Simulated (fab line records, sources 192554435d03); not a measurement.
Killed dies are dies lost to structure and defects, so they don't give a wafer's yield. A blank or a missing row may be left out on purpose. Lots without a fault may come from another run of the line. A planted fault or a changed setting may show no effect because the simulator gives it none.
fab line records | flow n5_finfet
record lots=24 wafers=72 last_day=18
route steps=1938 shown BEOL_M5@1154 BEOL_M6@1198
lots that met no fault: from a run of the same line without faults
start_h: hours from the record's first day to the start of the lot's first wafer shown | wait_h: hours since the lot's step before | " the same as in the row above | L1.1+2: a row that stands for several wafers | - no value, or no start given | * or withheld: withheld | < > ~ a bound
route shown NAME@n: a module of which the file shows steps, and the number in the route of the first | usual: mean/standard deviation of fault-free wafers | same: alike in all rows | chamber/n: place in a boat | sites: the reading at each site | _std_site: their standard deviation | _edge_site: outer sites' mean less inner sites' | radius_mm: how far each site lies from the wafer's centre | mask NAME#n: copy n | behind: the tool/chamber that last shaped the wafer | hold: why the lot was held/for how many hours/how that ended | device: the transistor (n, p or np) that didn't switch | end of line: the same wafers' tests at the end of the route | a step without rows: its recipe alone | killed: dies lost to structure and defects at the first sort, not the wafer's yield | map: a wafer's dies, x killed, . not, _ none there
set.NAME: the setting as run; set.NAME@STEP: as run at that earlier step | model.NAME: the simulator's own value behind a step, which no gauge read
steps of the route over a sample of lots; a table a step, a row a wafer
services: from which hour (start_h, from the record's first day; less than 0 if before it) a tool's chamber was out of use, for how many hours, and why
## steps
# step N5_BEOL_M5_ETCH_68
# recipe chemistry=N2/H2 target=SOC target_depth_a=800 overetch_a=160 mask_material=SiARC temp_c=40 time_s=120 ion_energy_ev=200 pressure_mtorr=30 source_w=840 bias_w=150 n2_flow_sccm=200 h2_flow_sccm=200
# usual chamber_pressure_mTorr=30.002/0.027 drypump_motor_current_A=5.7/0.5 n2_flow_sccm=200.2/0.65 oes_product_au=0.61/0.051 rf_vpp_V=523.7/2.3 showerhead_plenum_p_Torr=2.53/0.082 throttle_valve_pct=17.70/0.27
# same time_s=120
# columns lot.wafer tool chamber start_h wait_h chamber_pressure_mTorr drypump_motor_current_A n2_flow_sccm oes_product_au rf_hours_counter_h rf_vpp_V showerhead_plenum_p_Torr throttle_valve_pct
L074.1 rie_diel-05 3 181.15 0.0 30.005 5.8 200.4 0.55 200 526.7 2.63 18.15
L074.4 " 1 " " 30.033 5.9 200.4 0.51 249 526.6 2.59 17.63
L074.6 " 1 " " 30.037 6.0 199.3 0.51 - 525.5 2.59 17.62
L075.2 rie_diel-03 3 184.97 0.0 30.008 6.5 199.8 0.68 31 528.0 2.70 17.60
L075.3 " 0 " " 30.048 6.0 200.2 0.65 61 523.4 2.58 18.01
L075.6 " 3 " " 29.999 6.5 199.6 0.68 - 526.8 2.70 17.59
L076.1 rie_diel-03 3 210.11 0.0 29.977 6.5 199.9 0.67 42 528.2 2.69 17.61
L076.3 " 1 " " 30.018 6.6 199.7 0.58 167 523.7 2.52 17.76
L076.6 " 2 " " 29.974 5.8 200.1 0.59 - 523.5 2.56 17.63
L078.2 rie_diel-01 1 210.47 0.0 30.000 5.4 200.8 0.65 44 522.7 2.48 17.27
L078.3 " 2 " " 30.010 5.3 199.7 0.67 31 522.6 2.45 17.27
L078.5 " 3 " " 30.014 6.0 201.1 0.65 - 523.6 2.57 17.69
L081.1 rie_diel-05 2 215.73 0.0 29.985 5.1 200.4 0.64 75 523.4 2.45 17.72
L081.2 " 0 " " 30.014 5.1 202.2 0.55 191 521.3 2.44 17.88
L081.4 " 2 " " 30.023 5.0 200.6 0.64 - 521.0 2.45 17.71
L079.1 rie_diel-03 3 221.51 0.0 30.020 6.5 200.5 0.66 45 528.0 2.69 17.60
L079.5 " 0 " " 30.021 6.1 201.6 0.62 - 525.7 2.58 18.04
L079.6 " 3 " " 30.039 6.5 200.3 0.67 - 529.0 2.69 17.62
L080.1 rie_diel-01 1 221.90 0.0 29.936 5.4 199.3 0.65 47 523.7 2.48 17.27
L080.3 " 2 " " 30.021 5.3 199.5 0.68 35 521.9 2.45 17.30
L080.5 " 3 " " 30.020 6.0 200.4 0.64 - 525.8 2.57 17.68
L077.2 rie_diel-05 3 222.06 0.0 29.942 5.8 200.4 0.55 208 525.9 2.63 18.17
L077.4 " 0 " " 30.008 5.1 199.5 0.55 - 521.8 2.44 17.87
L077.6 " 2 " " 29.962 5.0 200.0 0.65 - 522.4 2.45 17.74
L082.2 rie_diel-01 1 227.98 0.0 29.978 5.4 200.5 0.65 48 520.2 2.48 17.25
L082.3 " 0 " " 29.996 5.5 201.2 0.66 41 522.2 2.46 17.54
L082.4 " 3 " " 30.048 6.0 200.4 0.64 66 525.5 2.57 17.71
L083.1 rie_diel-05 2 229.15 0.0 29.978 5.0 199.9 0.64 80 521.8 2.45 17.71
L083.5 " 3 " " 30.009 5.8 200.0 0.54 - 527.7 2.63 18.16
L083.6 " 2 " " 30.025 5.0 199.6 0.64 - 522.6 2.45 17.74
L084.3 rie_diel-05 0 238.22 0.0 29.975 5.2 200.0 0.55 199 519.0 2.44 17.90
L084.4 " 0 " " 29.955 5.1 200.4 0.54 - 519.5 2.44 17.90
L084.6 " 2 " " 29.966 5.0 199.2 0.64 - 522.2 2.45 17.75
L085.1 rie_diel-03 3 248.94 0.0 29.984 6.5 199.8 0.66 52 528.3 2.69 17.63
L085.3 " 0 " " 29.975 6.0 199.4 0.63 81 525.4 2.57 18.05
L085.5 " 1 " " 30.044 6.6 200.4 0.58 - 523.9 2.51 17.78
L086.1 rie_diel-05 0 257.38 0.0 30.026 5.1 200.0 0.54 205 520.9 2.43 17.90
L086.3 " 1 " " 30.043 5.9 200.8 0.76 4 525.1 2.59 17.19
L086.6 " 2 " " 30.019 5.1 199.5 0.63 - 521.9 2.45 17.74
L087.2 rie_diel-01 1 257.84 0.0 29.998 5.4 198.8 0.64 57 521.5 2.47 17.27
L087.5 " 3 " " 30.019 6.0 199.2 0.63 - 524.6 2.57 17.71
L087.6 " 2 " " 30.030 5.3 200.3 0.66 - 520.9 2.44 17.31
L088.1 rie_diel-05 2 273.89 0.0 29.996 5.1 200.3 0.63 95 523.2 2.44 17.75
L088.4 " 3 " " 30.005 5.8 200.7 0.54 225 524.3 2.62 18.19
L088.5 " 3 " " 30.029 5.8 200.8 0.53 - 526.7 2.62 18.19
L091.2 rie_diel-01 2 275.63 0.0 30.004 5.2 201.0 0.66 50 521.7 2.44 17.31
L091.3 " 3 " " 30.013 6.0 200.7 0.63 80 525.0 2.56 17.71
L091.5 " 0 " " 29.991 5.5 199.7 0.65 - 522.7 2.46 17.58
L089.1 rie_diel-01 3 281.00 0.0 30.031 6.0 200.1 0.63 82 525.4 2.56 17.71
L089.4 " 2 " " 30.008 5.3 200.6 0.67 51 521.7 2.44 17.31
L089.6 " 1 " " 30.025 5.5 200.5 0.64 - 521.5 2.47 17.29
L090.3 rie_diel-01 2 286.09 0.0 30.004 5.2 199.0 0.65 53 522.5 2.44 17.31
L090.4 " 0 " " 30.064 5.5 199.5 0.64 57 524.0 2.46 17.58
L090.6 " 2 " " 29.996 5.3 199.4 0.66 - 522.7 2.44 17.32
L093.3 rie_diel-03 2 292.35 0.0 30.002 5.8 199.4 0.58 145 523.7 2.55 17.67
L093.5 " 2 " " 30.034 5.8 199.7 0.58 - 523.5 2.55 17.68
L093.6 " 3 " " 30.013 6.5 200.6 0.64 - 528.2 2.68 17.66
L092.1 rie_diel-03 2 296.20 0.0 29.993 5.8 200.4 0.58 146 524.7 2.55 17.70
L092.2 " 1 " " 30.009 6.6 200.6 0.56 193 523.6 2.51 17.81
L092.5 " 0 " " 30.008 6.1 200.0 0.60 - 525.2 2.57 18.07
L094.2 rie_diel-03 3 296.74 0.0 30.063 6.5 200.3 0.64 66 528.7 2.68 17.65
L094.3 " 2 " " 29.988 5.8 199.4 0.57 146 525.3 2.55 17.69
L094.6 " 3 " " 30.005 6.5 199.8 0.64 - 526.9 2.68 17.65
L095.2 rie_diel-05 2 313.23 0.0 30.027 5.1 200.6 0.62 108 521.1 2.44 17.77
L095.5 " 0 " " 30.017 5.1 200.6 0.54 - 520.1 2.43 17.95
L095.6 " 1 " " 30.019 6.0 199.4 0.72 - 526.0 2.58 17.22
L097.2 rie_diel-05 3 318.71 0.0 29.959 5.8 200.0 0.53 242 525.3 2.62 18.20
L097.3 " 1 " " 30.015 6.0 200.2 0.70 25 525.8 2.58 17.22
L097.6 " 0 " " 29.984 5.1 200.5 0.53 - 520.3 2.42 17.95
L096.4 rie_diel-03 2 319.73 0.0 29.901 5.8 200.3 0.58 154 524.2 2.55 17.69
L096.5 " 0 " " 29.995 6.1 201.5 0.60 - 523.5 2.56 18.08
L096.6 " 3 " " 30.003 6.5 199.1 0.63 - 528.7 2.68 17.67
# step N5_BEOL_M5_TRENCH_ETCH_37
# recipe chemistry=C4F6/O2 target_depth_a=716.52 target=SiCOH_lowk time_s=24.7 ion_energy_ev=250 pressure_mtorr=30 source_w=345 bias_w=185 Ar_flow_sccm=300 C4F6_flow_sccm=10 O2_flow_sccm=10
# usual chamber_pressure_mTorr=30.001/0.027 drypump_motor_current_A=5.7/0.51 oes_f_703_au=0.79/0.067 oes_product_au=0.80/0.073 rf_vpp_V=667/26 showerhead_plenum_p_Torr=2.84/0.099 throttle_valve_pct=20.86/0.21
# same time_s=24.7
# columns lot.wafer tool chamber start_h wait_h chamber_pressure_mTorr drypump_motor_current_A oes_f_703_au oes_product_au rf_hours_counter_h rf_vpp_V showerhead_plenum_p_Torr throttle_valve_pct
L074.1 rie_diel-05 3 - - 29.984 5.8 0.68 0.70 200 703 2.96 21.32
L074.4 " 1 " " 30.008 5.9 0.64 0.64 249 669 2.92 20.82
L074.6 " 1 " " 30.021 5.9 0.63 0.64 - 670 2.92 20.80
L075.2 rie_diel-03 3 - - 29.975 6.5 0.89 0.89 32 655 3.05 20.89
L075.3 " 0 " " 30.008 6.0 0.82 0.84 61 693 2.86 20.82
L075.6 " 3 " " 29.993 6.5 0.88 0.88 - 654 3.05 20.90
L076.1 rie_diel-03 3 - - 30.015 6.5 0.87 0.87 42 655 3.04 20.93
L076.3 " 1 " " 29.948 6.6 0.73 0.77 167 683 2.81 20.83
L076.6 " 2 " " 29.986 5.8 0.78 0.76 - 653 2.87 20.84
L078.2 rie_diel-01 1 - - 29.980 5.4 0.79 0.84 44 680 2.81 20.63
L078.3 " 2 " " 29.979 5.3 0.88 0.90 31 682 2.79 20.67
L078.5 " 3 " " 30.031 6.1 0.85 0.85 - 632 2.93 21.09
L081.1 rie_diel-05 2 - - 30.026 5.0 0.81 0.85 75 678 2.73 20.71
L081.2 " 0 " " 29.972 5.1 0.75 0.71 191 616 2.71 20.76
L081.4 " 2 " " 29.988 5.1 0.82 0.84 - 677 2.73 20.72
L079.1 rie_diel-03 3 - - 30.020 6.5 0.87 0.86 45 654 3.04 20.91
L079.5 " 0 " " 30.023 6.1 0.81 0.82 - 693 2.85 20.84
L079.6 " 3 " " 30.002 6.5 0.86 0.86 - 655 3.04 20.93
L080.1 rie_diel-01 1 - - 29.987 5.4 0.78 0.83 47 679 2.81 20.65
L080.3 " 2 " " 29.915 5.3 0.87 0.87 35 682 2.78 20.67
L080.5 " 3 " " 29.963 6.1 0.85 0.83 - 631 2.93 21.08
L077.2 rie_diel-05 3 - - 29.982 5.8 0.67 0.71 208 704 2.96 21.35
L077.4 " 0 " " 30.053 5.2 0.75 0.70 - 618 2.71 20.77
L077.6 " 2 " " 29.978 5.0 0.82 0.84 - 678 2.73 20.72
L082.2 rie_diel-01 1 - - 30.038 5.4 0.78 0.84 48 680 2.81 20.63
L082.3 " 0 " " 29.959 5.5 0.88 0.89 41 675 2.80 20.83
L082.4 " 3 " " 30.032 6.0 0.85 0.83 66 632 2.93 21.10
L083.1 rie_diel-05 2 - - 29.964 5.1 0.81 0.84 80 677 2.73 20.72
L083.5 " 3 " " 30.000 5.8 0.67 0.71 - 702 2.96 21.36
L083.6 " 2 " " 30.023 5.1 0.81 0.84 - 677 2.73 20.71
L084.3 rie_diel-05 0 - - 29.935 5.1 0.75 0.70 199 618 2.71 20.76
L084.4 " 0 " " 30.003 5.1 0.75 0.69 - 618 2.71 20.77
L084.6 " 2 " " 29.981 5.0 0.81 0.84 - 676 2.73 20.75
L085.1 rie_diel-03 3 - - 30.010 6.5 0.86 0.86 52 654 3.04 20.92
L085.3 " 0 " " 29.990 6.0 0.81 0.82 81 693 2.85 20.86
L085.5 " 1 " " 30.011 6.6 0.73 0.74 - 684 2.80 20.86
L086.1 rie_diel-05 0 - - 29.999 5.1 0.74 0.69 205 617 2.71 20.77
L086.3 " 1 " " 30.023 6.0 0.93 0.98 4 670 2.91 20.46
L086.6 " 2 " " 30.014 5.0 0.80 0.83 - 676 2.72 20.74
L087.2 rie_diel-01 1 - - 29.948 5.5 0.77 0.82 57 680 2.80 20.66
L087.5 " 3 " " 30.032 6.0 0.84 0.82 - 633 2.92 21.08
L087.6 " 2 " " 30.031 5.2 0.85 0.87 - 680 2.78 20.69
L088.1 rie_diel-05 2 - - 29.996 5.1 0.79 0.83 95 677 2.72 20.77
L088.4 " 3 " " 29.995 5.8 0.66 0.69 225 702 2.95 21.38
L088.5 " 3 " " 29.984 5.8 0.66 0.69 - 703 2.95 21.36
L091.2 rie_diel-01 2 - - 30.013 5.3 0.85 0.85 50 681 2.78 20.68
L091.3 " 3 " " 30.012 6.0 0.83 0.82 80 631 2.92 21.11
L091.5 " 0 " " 29.998 5.5 0.86 0.86 - 675 2.80 20.84
L089.1 rie_diel-01 3 - - 29.992 6.1 0.83 0.82 82 632 2.92 21.11
L089.4 " 2 " " 29.975 5.3 0.85 0.87 51 681 2.78 20.70
L089.6 " 1 " " 30.031 5.4 0.77 0.82 - 681 2.80 20.67
L090.3 rie_diel-01 2 - - 29.975 5.2 0.84 0.86 53 681 2.78 20.68
L090.4 " 0 " " 30.049 5.5 0.85 0.87 57 675 2.80 20.85
L090.6 " 2 " " 29.975 5.3 0.85 0.86 - 680 2.78 20.68
L093.3 rie_diel-03 2 - - 30.021 5.8 0.76 0.74 145 653 2.86 20.89
L093.5 " 2 " " 30.027 5.8 0.75 0.74 - 654 2.86 20.89
L093.6 " 3 " " 30.030 6.5 0.84 0.84 - 653 3.03 20.95
L092.1 rie_diel-03 2 - - 29.945 5.8 0.75 0.74 146 652 2.86 20.89
L092.2 " 1 " " 30.002 6.6 0.72 0.74 193 683 2.80 20.89
L092.5 " 0 " " 30.022 6.1 0.78 0.79 - 691 2.84 20.88
L094.2 rie_diel-03 3 - - 29.991 6.5 0.84 0.84 66 654 3.03 20.95
L094.3 " 2 " " 30.024 5.8 0.75 0.74 146 652 2.86 20.91
L094.6 " 3 " " 29.971 6.5 0.84 0.84 - 653 3.03 20.95
L095.2 rie_diel-05 2 - - 30.009 5.0 0.78 0.81 108 677 2.72 20.77
L095.5 " 0 " " 30.027 5.1 0.73 0.68 - 617 2.70 20.80
L095.6 " 1 " " 30.029 6.0 0.89 0.94 - 668 2.91 20.49
L097.2 rie_diel-05 3 - - 29.981 5.8 0.65 0.69 242 703 2.94 21.40
L097.3 " 1 " " 30.017 6.0 0.88 0.92 25 669 2.90 20.50
L097.6 " 0 " " 29.961 5.1 0.73 0.67 - 616 2.70 20.81
L096.4 rie_diel-03 2 - - 30.006 5.8 0.74 0.74 154 652 2.86 20.92
L096.5 " 0 " " 30.066 6.0 0.78 0.79 - 691 2.84 20.88
L096.6 " 3 " " 29.948 6.5 0.83 0.83 - 653 3.03 20.97
# step N5_BEOL_M5_CURE_80
# recipe temp_c=370 time_s=120 ambient=DMADMS/He material=SiCOH_lowk
# usual lamp_power_pct=52.31/0.053 wafer_temp_C_max=371.8/0.54
# same time_s=120
# columns lot.wafer tool chamber start_h wait_h lamp_power_pct wafer_temp_C_max
L074.1 uv_cure-02 1 181.69 0.0 52.20 371.4
L074.4 " 1 " " 52.26 371.2
L074.6 " 1 " " 52.39 371.7
L075.2 uv_cure-01 1 185.56 0.1 52.24 371.5
L075.3 " 1 " " 52.35 372.2
L075.6 " 1 " " 52.38 371.7
L076.1 uv_cure-01 2 210.70 0.0 52.31 371.0
L076.3 " 2 " " 52.29 371.6
L076.6 " 2 " " 52.36 371.4
L078.2 uv_cure-03 0 211.06 0.1 52.33 371.5
L078.3 " 0 " " 52.37 371.5
L078.5 " 0 " " 52.29 371.4
L081.1 uv_cure-01 1 216.42 0.0 52.41 372.3
L081.2 " 1 " " 52.28 371.5
L081.4 " 1 " " 52.35 371.6
L079.1 uv_cure-03 1 222.04 0.0 52.33 371.6
L079.5 " 1 " " 52.35 371.7
L079.6 " 1 " " 52.34 371.4
L080.1 uv_cure-02 2 222.44 0.0 52.37 370.9
L080.3 " 2 " " 52.28 370.5
L080.5 " 2 " " 52.38 370.5
L077.2 uv_cure-03 2 222.64 0.1 52.26 372.1
L077.4 " 2 " " 52.32 372.2
L077.6 " 2 " " 52.32 371.8
L082.2 uv_cure-03 0 228.56 0.1 52.23 371.7
L082.3 " 0 " " 52.30 371.3
L082.4 " 0 " " 52.26 371.5
L083.1 uv_cure-03 2 229.69 0.0 52.39 371.9
L083.5 " 2 " " 52.23 372.4
L083.6 " 2 " " 52.28 372.7
L084.3 uv_cure-01 2 238.95 0.2 52.26 370.9
L084.4 " 2 " " 52.32 371.4
L084.6 " 2 " " 52.36 371.3
L085.1 uv_cure-03 0 249.86 0.4 52.32 372.7
L085.3 " 0 " " 52.26 371.2
L085.5 " 0 " " 52.26 371.2
L086.1 uv_cure-03 2 257.92 0.0 52.28 372.4
L086.3 " 2 " " 52.32 373.0
L086.6 " 2 " " 52.31 371.9
L087.2 uv_cure-03 2 258.87 0.5 52.30 372.5
L087.5 " 2 " " 52.26 372.3
L087.6 " 2 " " 52.28 372.5
L088.1 uv_cure-03 2 274.60 0.2 52.30 373.4
L088.4 " 2 " " 52.41 373.1
L088.5 " 2 " " 52.39 372.0
L091.2 uv_cure-01 0 276.21 0.1 52.38 371.4
L091.3 " 0 " " 52.34 371.9
L091.5 " 0 " " 52.33 371.9
L089.1 uv_cure-03 1 281.53 0.0 52.31 372.1
L089.4 " 1 " " 52.28 372.0
L089.6 " 1 " " 52.41 371.4
L090.3 uv_cure-01 1 286.80 0.2 52.24 371.2
L090.4 " 1 " " 52.29 371.9
L090.6 " 1 " " 52.33 371.2
L093.3 uv_cure-03 0 292.98 0.1 52.43 372.0
L093.5 " 0 " " 52.31 371.7
L093.6 " 0 " " 52.26 371.2
L092.1 uv_cure-03 0 296.73 0.0 52.34 372.4
L092.2 " 0 " " 52.27 371.6
L092.5 " 0 " " 52.30 371.8
L094.2 uv_cure-01 2 297.33 0.1 52.31 371.2
L094.3 " 2 " " 52.33 371.5
L094.6 " 2 " " 52.42 370.9
L095.2 uv_cure-01 1 313.81 0.1 52.34 371.7
L095.5 " 1 " " 52.32 371.8
L095.6 " 1 " " 52.21 371.8
L097.2 uv_cure-01 0 319.29 0.1 52.29 372.0
L097.3 " 0 " " 52.35 371.9
L097.6 " 0 " " 52.30 373.4
L096.4 uv_cure-03 2 320.42 0.2 52.26 371.5
L096.5 " 2 " " 52.43 371.8
L096.6 " 2 " " 52.31 372.7
# step N5_BEOL_M5_ALD_86
# recipe material=TaN target_thk_a=* temp_c=275 ald_precursor_family=PDMAT ald_co_reactant=NH3 pressure_torr=3 carrier_flow_sccm=1500 pulse_time_s=2 purge_time_s=3 co_reactant_purge_time_s=2 co_reactant_pulse_time_s=3 ald_cycles=30 precursor_vessel_temp_c=75 precursor_vessel_pressure_torr=26.25 precursor_vessel_carrier_sccm=1000
# usual heater_power_w=408/58
# columns lot.wafer tool chamber start_h wait_h heater_power_w
L074.1 ald_metal-03 1 182.25 0.1 369
L074.4 " 0 " " 476
L074.6 " 3 " " 409
L075.2 ald_metal-03 1 186.48 0.2 363
L075.3 " 0 " " 473
L075.6 " 0 " " 471
L076.1 ald_metal-01 1 211.16 0.0 438
L076.3 " 3 " " 370
L076.6 " 0 " " 508
L078.2 ald_metal-02 3 211.56 0.0 340
L078.3 " 1 " " 392
L078.5 " 3 " " 341
L081.1 ald_metal-03 0 216.89 0.1 474
L081.2 " 1 " " 363
L081.4 " 1 " " 380
L079.1 ald_metal-03 3 222.48 0.1 425
L079.5 " 1 " " 362
L079.6 " 2 " " 375
L080.1 ald_metal-01 0 222.87 0.0 536
L080.3 " 3 " " 362
L080.5 " 3 " " 370
L077.2 ald_metal-03 1 223.25 0.3 364
L077.4 " 2 " " 378
L077.6 " 1 " " 373
L082.2 ald_metal-03 1 229.37 0.0 361
L082.3 " 2 " " 379
L082.4 " 3 " " 421
L083.1 ald_metal-03 2 230.78 0.3 390
L083.5 " 0 " " 464
L083.6 " 3 " " 421
L084.3 ald_metal-02 0 239.40 0.0 376
L084.4 " 2 " " 449
L084.6 " 2 " " 451
L085.1 ald_metal-02 2 250.32 0.1 449
L085.3 " 1 " " 390
L085.5 " 3 " " 341
L086.1 ald_metal-01 1 258.69 0.1 441
L086.3 " 3 " " 372
L086.6 " 3 " " 366
L087.2 ald_metal-01 1 261.17 0.1 427
L087.5 " 1 " " 438
L087.6 " 0 " " 536
L088.1 ald_metal-03 1 275.72 0.0 365
L088.4 " 0 " " 472
L088.5 " 2 " " 381
L091.2 ald_metal-02 2 276.97 0.2 454
L091.3 " 0 " " 388
L091.5 " 3 " " 346
L089.1 ald_metal-01 3 282.13 0.0 359
L089.4 " 1 " " 426
L089.6 " 0 " " 518
L090.3 ald_metal-03 2 287.22 0.0 370
L090.4 " 2 " " 385
L090.6 " 1 " " 355
L093.3 ald_metal-01 3 293.35 0.0 369
L093.5 " 0 " " 523
L093.6 " 1 " " 426
L092.1 ald_metal-01 0 297.87 0.2 527
L092.2 " 1 " " 422
L092.5 " 1 " " 438
L094.2 ald_metal-03 1 298.11 0.0 369
L094.3 " 0 " " 470
L094.6 " 1 " " 372
L095.2 ald_metal-01 0 314.83 0.0 513
L095.5 " 2 " " 330
L095.6 " 3 " " 369
L097.2 ald_metal-02 2 319.99 0.0 459
L097.3 " 3 " " 343
L097.6 " 1 " " 389
L096.4 ald_metal-01 0 321.12 0.0 522
L096.5 " 1 " " 439
L096.6 " 2 " " 327
# step N5_BEOL_M5_ANNEAL_82
# recipe temp_c=400 time_s=1800 ambient=vacuum
# usual heater_power_w=844/95
# same time_s=1800
# columns lot.wafer tool chamber start_h wait_h heater_power_w
L074.1 pvd_sputter-02 - 184.25 0.0 988
L074.4 " - " " 807
L074.6 " - " " 758
L075.2 pvd_sputter-01 - 188.39 0.0 874
L075.3 " - " " 920
L075.6 " - " " 752
L076.1 pvd_sputter-01 - 213.01 0.0 753
L076.3 " - " " 915
L076.6 " - " " 919
L078.2 pvd_sputter-02 - 213.51 0.0 819
L078.3 " - " " 1001
L078.5 " - " " 959
L081.1 pvd_sputter-01 - 218.67 0.0 768
L081.2 " - " " 860
L081.4 " - " " 931
L079.1 pvd_sputter-03 - 224.17 0.0 726
L079.5 " - " " 662
L079.6 " - " " 800
L080.1 pvd_sputter-02 - 225.93 0.0 1000
L080.3 " - " " 785
L080.5 " - " " 994
L077.2 pvd_sputter-01 - 226.15 0.0 773
L077.4 " - " " 825
L077.6 " - " " 839
L082.2 pvd_sputter-01 - 231.16 0.0 938
L082.3 " - " " 864
L082.4 " - " " 823
L083.1 pvd_sputter-02 - 233.99 0.0 990
L083.5 " - " " 983
L083.6 " - " " 983
L084.3 pvd_sputter-01 - 241.08 0.0 773
L084.4 " - " " 951
L084.6 " - " " 743
L085.1 pvd_sputter-03 - 252.11 0.0 734
L085.3 " - " " 661
L085.5 " - " " 805
L086.1 pvd_sputter-02 - 260.51 0.0 1005
L086.3 " - " " 799
L086.6 " - " " 823
L087.2 pvd_sputter-01 - 263.02 0.0 875
L087.5 " - " " 834
L087.6 " - " " 874
L088.1 pvd_sputter-01 - 277.53 0.0 818
L088.4 " - " " 757
L088.5 " - " " 884
L091.2 pvd_sputter-03 - 278.63 0.0 921
L091.3 " - " " 736
L091.5 " - " " 923
L089.1 pvd_sputter-01 - 283.78 0.0 819
L089.4 " - " " 925
L089.6 " - " " 878
L090.3 pvd_sputter-01 - 289.25 0.0 895
L090.4 " - " " 820
L090.6 " - " " 866
L093.3 pvd_sputter-03 - 295.15 0.0 909
L093.5 " - " " 924
L093.6 " - " " 722
L092.1 pvd_sputter-03 - 299.58 0.0 780
L092.2 " - " " 648
L092.5 " - " " 919
L094.2 pvd_sputter-02 - 299.84 0.0 804
L094.3 " - " " 749
L094.6 " - " " 770
L095.2 pvd_sputter-03 - 316.63 0.0 741
L095.5 " - " " 770
L095.6 " - " " 647
L097.2 pvd_sputter-03 - 321.78 0.0 790
L097.3 " - " " 963
L097.6 " - " " 732
L096.4 pvd_sputter-01 - 322.86 0.0 916
L096.5 " - " " 948
L096.6 " - " " 749
# step N5_BEOL_M6_HM_DEP_02
# recipe material=TiN target_thk_a=200 temp_c=25 chamber_pressure_pa=0.49996
# usual throttle_valve_pct=29.7/1
# columns lot.wafer tool chamber start_h wait_h throttle_valve_pct
L074.1 pvd_sputter-02 - 189.95 0.8 30.4
L074.4 " - " " 30.0
L074.6 " - " " 29.9
L075.2 pvd_sputter-02 - 193.57 0.2 29.0
L075.3 " - " " 27.4
L075.6 " - " " 28.5
L076.1 pvd_sputter-02 - 220.16 2.0 30.6
L076.3 " - " " 30.0
L076.6 " - " " 27.7
L078.2 pvd_sputter-02 - 220.26 1.8 27.3
L078.3 " - " " 30.7
L078.5 " - " " 27.5
L081.1 pvd_sputter-01 - 224.70 1.1 30.0
L081.2 " - " " 30.4
L081.4 " - " " 29.4
L079.1 pvd_sputter-02 - 229.43 0.3 28.9
L079.5 " - " " 27.5
L079.6 " - " " 28.6
L080.1 pvd_sputter-01 - 234.54 3.4 29.4
L080.3 " - " " 30.4
L080.5 " - " " 30.1
L077.2 pvd_sputter-01 - 234.64 3.4 29.7
L077.4 " - " " 29.1
L077.6 " - " " 30.3
L082.2 pvd_sputter-01 - 238.34 2.2 30.3
L082.3 " - " " 29.4
L082.4 " - " " 30.3
L083.1 pvd_sputter-02 - 239.67 0.7 30.0
L083.5 " - " " 30.7
L083.6 " - " " 27.6
L084.3 pvd_sputter-03 - 246.67 0.2 31.5
L084.4 " - " " 30.1
L084.6 " - " " 30.1
L085.1 pvd_sputter-02 - 258.22 1.1 30.4
L085.3 " - " " 27.6
L085.5 " - " " 28.9
L086.1 pvd_sputter-02 - 267.15 1.7 30.3
L086.3 " - " " 29.7
L086.6 " - " " 27.5
L087.2 pvd_sputter-03 - 268.30 0.2 31.1
L087.5 " - " " 31.0
L087.6 " - " " 30.3
L088.1 pvd_sputter-01 - 282.51 0.0 30.2
L088.4 " - " " 30.0
L088.5 " - " " 30.0
L091.2 pvd_sputter-03 - 286.41 2.8 31.0
L091.3 " - " " 30.8
L091.5 " - " " 30.7
L089.1 pvd_sputter-03 - 289.87 1.1 31.2
L089.4 " - " " 30.5
L089.6 " - " " 29.8
L090.3 pvd_sputter-01 - 296.27 2.1 30.2
L090.4 " - " " 30.0
L090.6 " - " " 29.8
L093.3 pvd_sputter-01 - 300.87 0.8 29.4
L093.5 " - " " 29.6
L093.6 " - " " 30.2
L092.1 pvd_sputter-03 - 304.56 0.0 30.2
L092.2 " - " " 30.9
L092.5 " - " " 30.2
L094.2 pvd_sputter-01 - 306.57 1.8 30.0
L094.3 " - " " 30.3
L094.6 " - " " 30.3
L095.2 pvd_sputter-02 - 325.88 4.3 28.9
L095.5 " - " " 28.8
L095.6 " - " " 30.0
L097.2 pvd_sputter-02 - 329.49 1.6 29.8
L097.3 " - " " 28.7
L097.6 " - " " 27.6
L096.4 pvd_sputter-03 - 329.55 1.6 31.0
L096.5 " - " " 29.6
L096.6 " - " " 29.9
## services
# columns tool chamber start_h hours kind
rie_diel-05 3 158.44 5.2 repair
ald_metal-02 2 160.48 11.7 repair
uv_cure-02 - 162.52 0.8 repair
ald_metal-02 - 174.72 14.6 pm
uv_cure-01 - 180.64 2.1 pm
ald_metal-03 - 183.05 2.8 pm
rie_diel-05 - 183.76 15.6 pm
uv_cure-02 - 196.12 1.0 pm
rie_diel-05 0 200.72 8.9 repair
rie_diel-05 1 203.12 7.6 repair
rie_diel-05 1 211.16 - clean
rie_diel-05 1 211.16 - consumable_replace:focus_ring
rie_diel-05 1 211.16 31.8 scheduled_down
rie_diel-05 1 211.16 31.8 vent_cycle
rie_diel-05 3 215.05 2.0 repair
ald_metal-03 3 216.40 2.1 repair
uv_cure-02 - 240.64 12.4 repair
rie_diel-03 3 256.81 3.9 repair
ald_metal-03 3 262.83 25.9 repair
uv_cure-02 - 284.84 3.4 pm
uv_cure-03 - 285.03 2.1 pm
ald_metal-01 - 306.07 8.7 pm
ald_metal-03 2 313.96 1.7 repair
uv_cure-03 - 323.73 7.5 pm
## key
fault none
